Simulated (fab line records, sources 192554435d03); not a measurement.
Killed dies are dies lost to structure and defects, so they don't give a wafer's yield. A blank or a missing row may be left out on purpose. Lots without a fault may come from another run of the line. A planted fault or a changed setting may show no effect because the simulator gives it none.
fab line records | flow n5_finfet
record lots=24 wafers=72 last_day=17
route steps=1938 shown BEOL_M4@1060 BEOL_M5@1113
lots that met no fault: from a run of the same line without faults
start_h: hours from the record's first day to the start of the lot's first wafer shown | wait_h: hours since the lot's step before | " the same as in the row above | L1.1+2: a row that stands for several wafers | - no value, or no start given | * or withheld: withheld | < > ~ a bound
route shown NAME@n: a module of which the file shows steps, and the number in the route of the first | usual: mean/standard deviation of fault-free wafers | same: alike in all rows | chamber/n: place in a boat | sites: the reading at each site | _std_site: their standard deviation | _edge_site: outer sites' mean less inner sites' | radius_mm: how far each site lies from the wafer's centre | mask NAME#n: copy n | behind: the tool/chamber that last shaped the wafer | hold: why the lot was held/for how many hours/how that ended | device: the transistor (n, p or np) that didn't switch | end of line: the same wafers' tests at the end of the route | a step without rows: its recipe alone | killed: dies lost to structure and defects at the first sort, not the wafer's yield | map: a wafer's dies, x killed, . not, _ none there
set.NAME: the setting as run; set.NAME@STEP: as run at that earlier step | model.NAME: the simulator's own value behind a step, which no gauge read
steps of the route over a sample of lots; a table a step, a row a wafer
services: from which hour (start_h, from the record's first day; less than 0 if before it) a tool's chamber was out of use, for how many hours, and why
## steps
# step N5_BEOL_M4_ETCH_77
# recipe chemistry=N2/H2 target=underlayer target_depth_a=65 mask_material=CAR-EUV time_s=5.2 ion_energy_ev=200 pressure_mtorr=30 source_w=840 bias_w=150 n2_flow_sccm=200 h2_flow_sccm=200 ends=cleared
# usual drypump_motor_current_A=5.9/0.38 etch_rf_on_time_s=5.20/0.13 oes_product_au=0.69/0.078 rf_vpp_V=524.1/2.3 showerhead_plenum_p_Torr=2.55/0.058 throttle_valve_pct=17.9/0.31
# columns lot.wafer tool chamber start_h wait_h drypump_motor_current_A etch_rf_on_time_s oes_product_au rf_hours_counter_h rf_vpp_V showerhead_plenum_p_Torr throttle_valve_pct
L074.1 rie_diel-01 1 155.09 0.0 5.8 5.14 0.83 5 528.1 2.62 17.8
L074.2 " 3 " " 5.6 5.02 0.70 117 522.9 2.57 18.3
L074.3 " 0 " " 5.9 5.43 0.61 205 520.2 2.41 18.1
L075.2 rie_diel-01 0 164.92 0.0 6.0 5.43 0.59 210 521.7 2.40 18.2
L075.3 " 3 " " 5.6 5.04 0.69 122 524.4 2.57 18.3
L075.6 " 0 " " 5.9 5.41 0.60 - 517.9 2.40 18.1
L076.2 rie_diel-01 0 169.64 0.0 5.9 5.53 0.58 212 521.1 2.40 18.2
L076.5 " 3 " " 5.6 5.06 0.69 - 526.2 2.57 18.3
L076.6 " 2 " " 6.4 5.26 0.86 - 524.9 2.59 17.4
L077.1 rie_diel-01 3 169.75 0.0 5.6 5.02 0.69 124 523.5 2.57 18.3
L077.2 " 1 " " 5.8 5.11 0.82 12 526.6 2.61 17.8
L077.5 " 2 " " 6.5 5.16 0.85 - 526.2 2.59 17.4
L078.2 rie_diel-04 1 178.06 0.0 6.5 5.23 0.72 62 520.6 2.47 17.8
L078.4 " 0 " " 5.9 4.98 0.80 18 525.5 2.60 17.4
L078.6 " 2 " " 5.4 5.26 0.59 - 526.8 2.62 18.2
L079.1 rie_diel-04 3 185.62 0.0 5.2 5.35 0.59 235 524.0 2.51 18.4
L079.2 " 0 " " 6.0 5.03 0.79 22 525.0 2.60 17.4
L079.4 " 1 " " 6.6 5.30 0.71 65 521.5 2.47 17.8
L080.2 rie_diel-02 2 185.87 0.0 6.0 5.25 0.67 101 525.7 2.56 17.6
L080.3 " 3 " " 5.7 5.24 0.60 219 525.7 2.60 17.8
L080.6 " 1 " " 6.3 5.20 0.73 - 523.1 2.59 17.8
L082.2 rie_diel-02 3 201.00 0.0 5.6 5.34 0.59 224 526.2 2.60 17.8
L082.3 " 2 " " 6.0 5.40 0.65 107 522.7 2.56 17.6
L082.6 " 1 " " 6.3 5.22 0.72 - 523.8 2.58 17.9
L081.1 rie_diel-02 1 203.28 0.0 6.3 5.07 0.73 43 522.7 2.58 17.9
L081.3 " 0 " " 5.9 5.09 0.63 170 524.2 2.55 18.2
L081.6 " 3 " " 5.6 5.14 0.60 - 523.6 2.60 17.8
L083.3 rie_diel-02 0 213.38 0.0 5.9 5.19 0.63 173 522.7 2.55 18.2
L083.4 " 1 " " 6.3 5.17 0.72 46 524.4 2.58 17.9
L083.5 " 3 " " 5.6 5.23 0.59 - 526.1 2.60 17.8
L084.1 rie_diel-04 0 215.04 0.0 5.9 5.03 0.78 32 522.6 2.60 17.4
L084.2 " 2 " " 5.4 5.29 0.57 247 526.3 2.61 18.2
L084.4 " 1 " " 6.6 5.25 0.69 74 521.0 2.47 17.8
L086.2 rie_diel-02 0 220.09 0.0 5.9 5.13 0.64 176 522.0 2.55 18.2
L086.3 " 3 " " 5.6 5.23 0.60 231 526.9 2.60 17.8
L086.4 " 1 " " 6.4 5.17 0.70 50 523.5 2.58 17.9
L085.1 rie_diel-01 2 232.08 0.0 6.5 5.23 0.78 22 525.7 2.58 17.4
L085.4 " 1 " " 5.8 5.16 0.76 33 526.6 2.60 17.8
L085.5 " 1 " " 5.8 5.15 0.76 - 525.8 2.60 17.8
L087.4 rie_diel-04 3 232.22 0.0 5.2 5.38 0.59 - 521.6 2.51 18.4
L087.5 " 1 " " 6.6 5.35 0.68 - 522.9 2.47 17.8
L087.6 " 0 " " 5.9 5.07 0.76 - 524.8 2.59 17.4
L088.2 rie_diel-01 0 235.80 0.0 6.0 5.49 0.59 234 519.1 2.40 18.2
L088.4 " 1 " " 5.8 5.10 0.78 35 526.7 2.60 17.8
L088.6 " 3 " " 5.6 5.02 0.68 - 523.4 2.56 18.3
L089.2 rie_diel-04 0 236.92 0.0 5.9 5.01 0.75 41 525.6 2.59 17.4
L089.3 " 2 " " 5.4 5.08 0.86 1 526.1 2.61 17.8
L089.6 " 1 " " 6.6 5.27 0.68 - 520.0 2.46 17.8
L090.4 rie_diel-02 1 259.09 0.0 6.3 5.23 0.69 66 524.8 2.57 17.9
L090.5 " 0 " " 5.9 5.10 0.63 - 524.8 2.54 18.2
L090.6 " 1 " " 6.3 5.20 0.70 - 524.0 2.57 17.9
L091.1 rie_diel-01 0 267.51 0.0 5.9 5.56 0.57 245 517.7 2.39 18.2
L091.4 " 2 " " 6.4 5.21 0.75 34 524.1 2.58 17.4
L091.5 " 2 " " 6.4 5.19 0.76 - 526.8 2.58 17.4
L092.1 rie_diel-02 2 268.72 0.0 6.0 5.32 0.65 121 523.9 2.55 17.6
L092.2 " 0 " " 5.9 5.11 0.62 197 522.2 2.54 18.2
L092.4 " 1 " " 6.3 5.20 0.69 - 523.6 2.57 17.9
L093.1 rie_diel-02 2 272.94 0.0 6.0 5.34 0.64 124 522.2 2.55 17.6
L093.3 " 0 " " 5.9 5.11 0.63 200 524.1 2.54 18.2
L093.4 " 0 " " 5.9 5.17 0.62 - 525.0 2.54 18.3
L094.4 rie_diel-04 3 276.15 0.0 5.2 5.23 0.78 11 523.9 2.50 18.1
L094.5 " 3 " " 5.2 5.22 0.80 - 524.5 2.50 18.1
L094.6 " 0 " " 5.9 5.02 0.74 - 525.1 2.59 17.4
L095.2 rie_diel-04 0 283.80 0.0 5.9 5.10 0.72 60 524.5 2.58 17.4
L095.3 " 3 " " 5.2 5.35 0.77 13 519.0 2.50 18.1
L095.5 " 3 " " 5.2 5.28 0.78 - 523.7 2.50 18.1
L096.1 rie_diel-01 1 291.88 0.0 5.8 5.17 0.74 56 525.4 2.59 17.8
L096.2 " 3 " " 5.6 4.99 0.67 164 525.1 2.55 18.4
L096.3 " 2 " " 6.4 5.20 0.75 44 527.0 2.57 17.5
L097.3 rie_diel-01 3 292.22 0.0 5.6 5.02 0.66 164 522.7 2.55 18.4
L097.4 " 1 " " 5.8 5.14 0.75 - 525.8 2.59 17.8
L097.6 " 2 " " 6.5 5.16 0.75 - 525.8 2.57 17.5
# step N5_BEOL_M4_ETCH_69
# recipe chemistry=CF4 target=SiARC target_depth_a=156 mask_material=CAR-EUV time_s=26 ion_energy_ev=80 pressure_mtorr=40 source_w=545 bias_w=36 Ar_flow_sccm=100 cf4_flow_sccm=100 ends=cleared
# usual drypump_motor_current_A=5.9/0.38 etch_rf_on_time_s=26.0/0.59 oes_product_au=0.69/0.078 rf_vpp_V=184.1/1 showerhead_plenum_p_Torr=2.15/0.049 throttle_valve_pct=15.62/0.29
# columns lot.wafer tool chamber start_h wait_h drypump_motor_current_A etch_rf_on_time_s oes_product_au rf_hours_counter_h rf_vpp_V showerhead_plenum_p_Torr throttle_valve_pct
L074.1 rie_diel-01 1 155.11 0.0 5.8 25.6 0.84 5 184.1 2.19 15.38
L074.2 " 3 " " 5.6 25.2 0.70 117 183.7 2.16 15.94
L074.3 " 0 " " 5.9 27.2 0.60 205 183.1 2.04 15.98
L075.2 rie_diel-01 0 164.93 0.0 5.9 27.0 0.60 210 182.4 2.04 15.98
L075.3 " 3 " " 5.6 25.2 0.69 122 185.9 2.16 15.91
L075.6 " 0 " " 5.9 27.1 0.60 - 182.4 2.04 15.99
L076.2 rie_diel-01 0 169.66 0.0 5.9 27.0 0.60 212 182.8 2.04 16.00
L076.5 " 3 " " 5.6 25.5 0.68 - 183.8 2.16 15.93
L076.6 " 2 " " 6.5 26.2 0.84 - 183.7 2.19 15.28
L077.1 rie_diel-01 3 169.77 0.0 5.6 25.2 0.69 124 183.4 2.16 15.93
L077.2 " 1 " " 5.8 25.5 0.82 12 184.5 2.19 15.37
L077.5 " 2 " " 6.4 26.3 0.84 - 184.6 2.19 15.27
L078.2 rie_diel-04 1 178.08 0.0 6.6 26.1 0.72 62 182.7 2.08 15.48
L078.4 " 0 " " 5.9 25.1 0.80 18 184.1 2.18 15.03
L078.6 " 2 " " 5.4 26.3 0.58 - 183.9 2.21 15.97
L079.1 rie_diel-04 3 185.63 0.0 5.2 26.8 0.60 235 183.3 2.11 16.05
L079.2 " 0 " " 5.9 25.1 0.79 22 184.6 2.17 15.04
L079.4 " 1 " " 6.6 26.5 0.71 65 184.7 2.08 15.49
L080.2 rie_diel-02 2 185.88 0.0 6.0 25.8 0.68 101 184.4 2.17 15.40
L080.3 " 3 " " 5.6 25.9 0.61 219 184.2 2.21 15.74
L080.6 " 1 " " 6.3 25.3 0.74 - 185.6 2.19 15.65
L082.2 rie_diel-02 3 201.02 0.0 5.6 26.5 0.60 224 183.2 2.21 15.76
L082.3 " 2 " " 6.0 26.5 0.67 107 184.1 2.17 15.41
L082.6 " 1 " " 6.3 26.0 0.72 - 185.6 2.18 15.66
L081.1 rie_diel-02 1 203.29 0.0 6.3 26.0 0.72 43 184.1 2.18 15.66
L081.3 " 0 " " 5.9 25.7 0.64 170 183.5 2.12 15.73
L081.6 " 3 " " 5.6 26.2 0.60 - 185.3 2.21 15.77
L083.3 rie_diel-02 0 213.40 0.0 5.9 25.3 0.64 173 184.4 2.12 15.74
L083.4 " 1 " " 6.3 25.3 0.73 46 185.4 2.18 15.67
L083.5 " 3 " " 5.6 26.1 0.60 - 184.8 2.20 15.75
L084.1 rie_diel-04 0 215.06 0.0 5.9 25.4 0.77 32 183.3 2.17 15.07
L084.2 " 2 " " 5.4 26.6 0.57 247 183.7 2.21 16.00
L084.4 " 1 " " 6.6 26.7 0.70 74 182.8 2.07 15.52
L086.2 rie_diel-02 0 220.10 0.0 5.9 25.5 0.64 176 183.3 2.12 15.74
L086.3 " 3 " " 5.6 26.4 0.60 231 185.8 2.20 15.79
L086.4 " 1 " " 6.3 25.3 0.73 50 185.5 2.18 15.68
L085.1 rie_diel-01 2 232.10 0.0 6.4 25.9 0.78 22 184.3 2.19 15.32
L085.4 " 1 " " 5.8 25.8 0.77 33 184.7 2.18 15.43
L085.5 " 1 " " 5.8 25.7 0.78 - 185.6 2.18 15.43
L087.4 rie_diel-04 3 232.25 0.0 5.2 26.5 0.58 - 184.0 2.10 16.09
L087.5 " 1 " " 6.6 26.0 0.69 - 184.0 2.07 15.54
L087.6 " 0 " " 5.9 25.1 0.77 - 185.3 2.17 15.07
L088.2 rie_diel-01 0 235.82 0.0 5.9 27.7 0.58 234 181.5 2.03 16.04
L088.4 " 1 " " 5.8 25.9 0.78 35 184.4 2.18 15.43
L088.6 " 3 " " 5.6 25.1 0.67 - 185.1 2.15 15.99
L089.2 rie_diel-04 0 236.94 0.0 5.9 25.4 0.76 41 184.0 2.17 15.09
L089.3 " 2 " " 5.4 25.9 0.85 1 184.7 2.21 15.55
L089.6 " 1 " " 6.6 26.7 0.68 - 182.6 2.07 15.53
L090.4 rie_diel-02 1 259.11 0.0 6.2 26.0 0.69 66 185.0 2.18 15.70
L090.5 " 0 " " 5.9 25.7 0.62 - 182.8 2.11 15.76
L090.6 " 1 " " 6.3 26.0 0.70 - 185.7 2.18 15.70
L091.1 rie_diel-01 0 267.53 0.0 5.9 27.5 0.58 245 182.0 2.03 16.06
L091.4 " 2 " " 6.5 25.8 0.76 34 185.7 2.18 15.35
L091.5 " 2 " " 6.4 25.9 0.75 - 184.9 2.18 15.34
L092.1 rie_diel-02 2 268.74 0.0 6.0 26.2 0.65 121 183.2 2.16 15.44
L092.2 " 0 " " 5.9 25.8 0.62 197 182.8 2.11 15.76
L092.4 " 1 " " 6.2 25.9 0.70 - 185.0 2.17 15.71
L093.1 rie_diel-02 2 272.96 0.0 6.0 26.3 0.65 124 183.1 2.16 15.45
L093.3 " 0 " " 5.9 25.5 0.62 200 183.0 2.11 15.77
L093.4 " 0 " " 5.9 25.6 0.61 - 185.2 2.11 15.78
L094.4 rie_diel-04 3 276.17 0.0 5.2 26.2 0.79 11 181.6 2.10 15.65
L094.5 " 3 " " 5.2 26.3 0.80 - 183.3 2.10 15.65
L094.6 " 0 " " 5.9 25.3 0.74 - 185.4 2.16 15.10
L095.2 rie_diel-04 0 283.81 0.0 5.9 25.5 0.73 60 183.6 2.16 15.12
L095.3 " 3 " " 5.2 26.3 0.78 13 184.4 2.10 15.65
L095.5 " 3 " " 5.2 26.3 0.79 - 183.5 2.10 15.66
L096.1 rie_diel-01 1 291.90 0.0 5.8 26.0 0.74 56 184.8 2.17 15.48
L096.2 " 3 " " 5.6 25.5 0.66 164 184.7 2.15 16.02
L096.3 " 2 " " 6.5 26.2 0.75 44 183.1 2.18 15.36
L097.3 rie_diel-01 3 292.24 0.0 5.6 25.1 0.66 164 185.3 2.15 16.01
L097.4 " 1 " " 5.8 25.6 0.74 - 183.9 2.17 15.48
L097.6 " 2 " " 6.4 26.1 0.74 - 184.1 2.18 15.38
# step N5_BEOL_M4_ALD_98
# recipe material=SiO2 target_thk_a=25 temp_c=100 ald_precursor_family=BDEAS ald_co_reactant=O2-plasma pulse_time_s=1 co_reactant_pulse_time_s=1 purge_time_s=2 co_reactant_purge_time_s=2 ald_cycles=17 pressure_torr=2
# usual heater_power_w=73/9.2 precursor_pulse_height_rel=1.001/0.019
# columns lot.wafer tool chamber start_h wait_h heater_power_w precursor_pulse_height_rel
L074.1 ald_sin-02 0 155.48 0.3 87 0.983
L074.2 " 2 " " 69 1.050
L074.3 " 3 " " 69 0.991
L075.2 ald_sin-01 3 165.10 0.1 67 0.980
L075.3 " 0 " " 66 1.010
L075.6 " 3 " " 66 1.005
L076.2 ald_sin-01 3 169.74 0.1 67 0.980
L076.5 " 2 " " 92 0.978
L076.6 " 3 " " 66 0.970
L077.1 ald_sin-03 1 169.85 0.1 81 1.027
L077.2 " 2 " " 77 1.008
L077.5 " 0 " " 68 0.983
L078.2 ald_sin-02 1 178.63 0.5 66 1.001
L078.4 " 0 " " 90 0.991
L078.6 " 1 " " 65 0.991
L079.1 ald_sin-02 0 185.94 0.3 90 0.973
L079.2 " 3 " " 69 0.995
L079.4 " 2 " " 68 1.016
L080.2 ald_sin-01 0 186.03 0.1 67 1.000
L080.3 " 2 " " 94 1.041
L080.6 " 1 " " 66 1.000
L082.2 ald_sin-03 1 201.10 0.1 79 0.955
L082.3 " 3 " " 73 1.009
L082.6 " 3 " " 74 0.977
L081.1 ald_sin-03 0 203.59 0.3 67 1.050
L081.3 " 1 " " 81 1.022
L081.6 " 0 " " 68 1.012
L083.3 ald_sin-03 0 213.48 0.1 69 0.956
L083.4 " 1 " " 81 1.030
L083.5 " 3 " " 72 0.972
L084.1 ald_sin-03 3 215.14 0.1 73 1.014
L084.2 " 1 " " 81 1.007
L084.4 " 0 " " 68 0.997
L086.2 ald_sin-01 2 220.19 0.1 95 1.014
L086.3 " 3 " " 69 1.004
L086.4 " 0 " " 67 1.005
L085.1 ald_sin-01 2 232.55 0.4 93 0.978
L085.4 " 0 " " 65 1.027
L085.5 " 0 " " 65 1.008
L087.4 ald_sin-01 0 232.64 0.4 65 1.041
L087.5 " 0 " " 66 0.995
L087.6 " 1 " " 64 1.028
L088.2 ald_sin-02 3 236.03 0.2 69 1.010
L088.4 " 0 " " 90 0.998
L088.6 " 0 " " 90 0.986
L089.2 ald_sin-01 2 237.02 0.1 93 0.984
L089.3 " 1 " " 63 1.010
L089.6 " 0 " " 67 0.978
L090.4 ald_sin-01 3 259.19 0.1 70 0.993
L090.5 " 1 " " 65 0.984
L090.6 " 2 " " 95 1.009
L091.1 ald_sin-03 0 268.19 0.6 70 1.002
L091.4 " 3 " " 70 1.002
L091.5 " 0 " " 70 1.004
L092.1 ald_sin-03 1 268.82 0.1 81 0.995
L092.2 " 0 " " 70 0.990
L092.4 " 1 " " 80 0.994
L093.1 ald_sin-03 0 273.97 1.0 68 1.011
L093.3 " 2 " " 77 1.001
L093.4 " 3 " " 73 1.002
L094.4 ald_sin-02 2 276.61 0.4 70 1.018
L094.5 " 0 " " 88 0.970
L094.6 " 3 " " 70 1.006
L095.2 ald_sin-03 3 283.89 0.1 74 1.010
L095.3 " 2 " " 78 0.988
L095.5 " 2 " " 78 0.992
L096.1 ald_sin-01 1 291.98 0.1 61 0.986
L096.2 " 0 " " 61 1.004
L096.3 " 3 " " 69 1.003
L097.3 ald_sin-01 0 292.76 0.5 60 1.006
L097.4 " 2 " " 87 0.998
L097.6 " 2 " " 87 0.998
# step N5_BEOL_M4_PRE_CLEAN_45
# recipe gas=H2/He time_s=30 temp_c=250
# usual heater_power_w=326/32
# columns lot.wafer tool chamber start_h wait_h heater_power_w
L074.1 pvd_sputter-03 - 157.50 0.0 298
L074.2 " - " " 257
L074.3 " - " " 352
L075.2 pvd_sputter-01 - 167.66 0.0 298
L075.3 " - " " 376
L075.6 " - " " 311
L076.2 pvd_sputter-02 - 176.04 0.0 302
L076.5 " - " " 308
L076.6 " - " " 341
L077.1 pvd_sputter-01 - 176.43 0.0 312
L077.2 " - " " 380
L077.5 " - " " 312
L078.2 pvd_sputter-02 - 179.50 0.0 324
L078.4 " - " " 334
L078.6 " - " " 332
L079.1 pvd_sputter-01 - 188.28 0.0 378
L079.2 " - " " 355
L079.4 " - " " 309
L080.2 pvd_sputter-03 - 191.94 0.0 297
L080.3 " - " " 263
L080.6 " - " " 351
L082.2 pvd_sputter-03 - 205.13 0.0 353
L082.3 " - " " 333
L082.6 " - " " 290
L081.1 pvd_sputter-01 - 208.95 0.0 322
L081.3 " - " " 298
L081.6 " - " " 308
L083.3 pvd_sputter-03 - 215.01 0.0 337
L083.4 " - " " 306
L083.5 " - " " 252
L084.1 pvd_sputter-03 - 219.83 0.0 330
L084.2 " - " " 363
L084.4 " - " " 307
L086.2 pvd_sputter-02 - 223.57 0.0 346
L086.3 " - " " 324
L086.4 " - " " 296
L087.4 pvd_sputter-01 - 238.72 0.0 319
L087.5 " - " " 317
L087.6 " - " " 376
L085.1 pvd_sputter-03 - 238.87 0.0 326
L085.4 " - " " 307
L085.5 " - " " 296
L088.2 pvd_sputter-02 - 239.07 0.0 302
L088.4 " - " " 360
L088.6 " - " " 324
L089.2 pvd_sputter-02 - 244.13 0.0 320
L089.3 " - " " 348
L089.6 " - " " 314
L090.4 pvd_sputter-01 - 262.19 0.0 359
L090.5 " - " " 354
L090.6 " - " " 305
L091.1 pvd_sputter-03 - 268.95 0.0 347
L091.4 " - " " 322
L091.5 " - " " 352
L092.1 pvd_sputter-02 - 271.50 0.0 297
L092.2 " - " " 322
L092.4 " - " " 327
L093.1 pvd_sputter-02 - 275.51 0.0 323
L093.3 " - " " 310
L093.4 " - " " 351
L094.4 pvd_sputter-01 - 277.81 0.0 358
L094.5 " - " " 368
L094.6 " - " " 311
L095.2 pvd_sputter-01 - 286.33 0.0 309
L095.3 " - " " 362
L095.5 " - " " 360
L096.1 pvd_sputter-01 - 296.29 0.0 368
L096.2 " - " " 308
L096.3 " - " " 309
L097.3 pvd_sputter-03 - 296.29 0.0 301
L097.4 " - " " 255
L097.6 " - " " 254
# step N5_BEOL_M4_ANNEAL_91
# recipe temp_c=400 time_s=240 ambient=vacuum
# usual heater_power_w=805/86 susceptor_temp_C_max=401.0/0.41
# columns lot.wafer tool chamber start_h wait_h heater_power_w susceptor_temp_C_max
L074.1 pvd_sputter-01 - 160.80 0.0 934 400.6
L074.2 " - " " 747 401.3
L074.3 " - " " 914 400.7
L075.2 pvd_sputter-03 - 170.00 0.0 725 400.5
L075.3 " - " " 810 401.4
L075.6 " - " " 757 400.2
L076.2 pvd_sputter-02 - 177.86 0.0 837 401.8
L076.5 " - " " 827 401.9
L076.6 " - " " 819 400.5
L077.1 pvd_sputter-01 - 178.25 0.0 771 401.2
L077.2 " - " " 868 400.3
L077.5 " - " " 944 400.5
L078.2 pvd_sputter-03 - 183.67 0.0 826 401.7
L078.4 " - " " 634 400.9
L078.6 " - " " 819 401.6
L079.1 pvd_sputter-01 - 190.40 0.0 899 400.8
L079.2 " - " " 758 401.3
L079.4 " - " " 773 400.3
L080.2 pvd_sputter-03 - 193.72 0.0 754 400.5
L080.3 " - " " 898 400.8
L080.6 " - " " 811 401.2
L082.2 pvd_sputter-03 - 207.15 0.0 644 401.3
L082.3 " - " " 893 400.2
L082.6 " - " " 649 400.7
L081.1 pvd_sputter-02 - 210.85 0.0 795 400.8
L081.3 " - " " 839 401.1
L081.6 " - " " 746 400.7
L083.3 pvd_sputter-01 - 216.76 0.0 896 400.4
L083.4 " - " " 775 401.6
L083.5 " - " " 905 401.2
L084.1 pvd_sputter-03 - 221.83 0.0 635 400.8
L084.2 " - " " 766 400.6
L084.4 " - " " 816 400.7
L086.2 pvd_sputter-01 - 225.33 0.0 761 401.3
L086.3 " - " " 932 401.0
L086.4 " - " " 910 400.7
L087.4 pvd_sputter-01 - 240.54 0.0 892 400.8
L087.5 " - " " 940 401.1
L087.6 " - " " 781 400.6
L085.1 pvd_sputter-03 - 240.69 0.0 883 400.7
L085.4 " - " " 758 400.4
L085.5 " - " " 751 400.7
L088.2 pvd_sputter-02 - 240.97 0.0 917 401.1
L088.4 " - " " 732 401.2
L088.6 " - " " 795 400.7
L089.2 pvd_sputter-03 - 245.89 0.0 869 400.7
L089.3 " - " " 805 401.1
L089.6 " - " " 731 400.6
L090.4 pvd_sputter-02 - 265.77 0.0 843 401.7
L090.5 " - " " 787 400.3
L090.6 " - " " 905 401.4
L091.1 pvd_sputter-03 - 270.67 0.0 644 401.3
L091.4 " - " " 753 400.6
L091.5 " - " " 812 401.8
L092.1 pvd_sputter-02 - 273.33 0.0 829 401.5
L092.2 " - " " 878 401.2
L092.4 " - " " 833 400.4
L093.1 pvd_sputter-03 - 277.86 0.0 627 401.2
L093.3 " - " " 742 400.2
L093.4 " - " " 873 401.0
L094.4 pvd_sputter-01 - 281.21 0.0 915 400.8
L094.5 " - " " 923 400.5
L094.6 " - " " 754 400.9
L095.2 pvd_sputter-03 - 289.11 0.0 758 400.7
L095.3 " - " " 879 401.1
L095.5 " - " " 740 400.5
L096.1 pvd_sputter-03 - 298.11 0.0 810 401.2
L096.2 " - " " 734 400.6
L096.3 " - " " 639 401.4
L097.3 pvd_sputter-01 - 298.27 0.0 760 401.6
L097.4 " - " " 902 400.5
L097.6 " - " " 762 400.7
# step N5_BEOL_M5_CURE_79
# recipe temp_c=385 time_s=240 ambient=He/Ar material=SiCOH_lowk
# usual lamp_power_pct=52.32/0.059 wafer_temp_C_max=387.1/0.61
# columns lot.wafer tool chamber start_h wait_h lamp_power_pct wafer_temp_C_max
L074.1 uv_cure-03 2 163.52 0.0 52.32 386.9
L074.2 " 2 " " 52.29 386.9
L074.3 " 2 " " 52.27 386.6
L075.2 uv_cure-03 2 172.86 0.2 52.30 387.1
L075.3 " 2 " " 52.37 386.5
L075.6 " 2 " " 52.37 386.3
L076.2 uv_cure-03 0 180.67 0.1 52.47 387.1
L076.5 " 0 " " 52.38 386.7
L076.6 " 0 " " 52.31 387.6
L077.1 uv_cure-03 0 182.17 0.0 52.26 386.5
L077.2 " 0 " " 52.32 387.4
L077.5 " 0 " " 52.27 386.6
L078.2 uv_cure-03 1 187.16 0.8 52.25 386.1
L078.4 " 1 " " 52.26 386.5
L078.6 " 1 " " 52.32 386.3
L079.1 uv_cure-01 2 193.10 0.0 52.28 386.7
L079.2 " 2 " " 52.37 387.3
L079.4 " 2 " " 52.33 387.2
L080.2 uv_cure-01 1 197.16 0.1 52.43 388.3
L080.3 " 1 " " 52.30 387.6
L080.6 " 1 " " 52.32 387.6
L082.2 uv_cure-03 2 210.07 0.1 52.32 386.4
L082.3 " 2 " " 52.29 386.6
L082.6 " 2 " " 52.30 387.6
L081.1 uv_cure-03 0 213.61 0.1 52.33 387.5
L081.3 " 0 " " 52.39 386.5
L081.6 " 0 " " 52.25 387.2
L083.3 uv_cure-03 0 219.67 0.2 52.24 386.9
L083.4 " 0 " " 52.23 387.0
L083.5 " 0 " " 52.34 387.0
L084.1 uv_cure-01 0 224.73 0.2 52.23 387.0
L084.2 " 0 " " 52.32 387.1
L084.4 " 0 " " 52.30 387.2
L086.2 uv_cure-03 2 228.14 0.1 52.34 386.7
L086.3 " 2 " " 52.36 387.2
L086.4 " 2 " " 52.33 387.2
L087.4 uv_cure-03 2 243.53 0.3 52.40 387.3
L087.5 " 2 " " 52.33 386.8
L087.6 " 2 " " 52.34 387.2
L085.1 uv_cure-03 2 243.77 0.1 52.38 387.2
L085.4 " 2 " " 52.36 387.3
L085.5 " 2 " " 52.32 387.4
L088.2 uv_cure-03 2 244.93 0.8 52.37 386.8
L088.4 " 2 " " 52.40 386.5
L088.6 " 2 " " 52.40 387.1
L089.2 uv_cure-03 0 248.70 0.1 52.32 386.7
L089.3 " 0 " " 52.29 386.7
L089.6 " 0 " " 52.39 386.3
L090.4 uv_cure-02 0 268.92 0.5 52.32 386.8
L090.5 " 0 " " 52.35 386.8
L090.6 " 0 " " 52.39 386.5
L091.1 uv_cure-02 0 273.39 0.0 52.30 386.7
L091.4 " 0 " " 52.29 386.5
L091.5 " 0 " " 52.30 387.2
L092.1 uv_cure-01 1 276.03 0.0 52.25 387.0
L092.2 " 1 " " 52.30 387.8
L092.4 " 1 " " 52.27 387.9
L093.1 uv_cure-01 1 280.70 0.1 52.34 388.0
L093.3 " 1 " " 52.35 387.4
L093.4 " 1 " " 52.31 387.7
L094.4 uv_cure-02 0 284.15 0.3 52.38 387.2
L094.5 " 0 " " 52.37 387.0
L094.6 " 0 " " 52.25 386.1
L095.2 uv_cure-01 0 292.14 0.4 52.32 387.3
L095.3 " 0 " " 52.41 387.5
L095.5 " 0 " " 52.24 387.3
L096.1 uv_cure-01 0 300.82 0.0 52.33 387.7
L096.2 " 0 " " 52.27 388.8
L096.3 " 0 " " 52.36 387.5
L097.3 uv_cure-03 2 301.15 0.2 52.28 387.3
L097.4 " 2 " " 52.34 386.3
L097.6 " 2 " " 52.42 386.4
## services
# columns tool chamber start_h hours kind
rie_diel-04 3 133.21 1.2 repair
uv_cure-02 - 139.49 112.9 repair
ald_sin-03 0 143.95 2.6 repair
rie_diel-01 2 154.11 - clean
rie_diel-01 2 154.11 - consumable_replace:focus_ring
pvd_sputter-01 - 161.78 0.8 repair
ald_sin-01 - 179.83 6.1 pm
ald_sin-02 0 181.20 4.4 repair
ald_sin-02 - 193.37 2.7 repair
uv_cure-01 - 226.58 28.1 pm
rie_diel-02 2 231.84 21.6 repair
ald_sin-03 1 238.22 2.6 repair
uv_cure-01 - 254.68 1.0 pm
ald_sin-03 2 259.47 5.1 repair
ald_sin-01 - 265.48 4.3 pm
rie_diel-04 2 265.77 9.3 repair
ald_sin-03 2 265.95 3.1 repair
uv_cure-03 - 269.52 7.5 pm
ald_sin-01 - 269.81 14.0 pm
ald_sin-03 - 275.62 1.9 repair
ald_sin-02 1 277.37 6.6 repair
uv_cure-01 - 284.06 7.5 pm
rie_diel-01 0 286.63 - clean
uv_cure-02 - 296.95 4.5 pm
## key
fault none
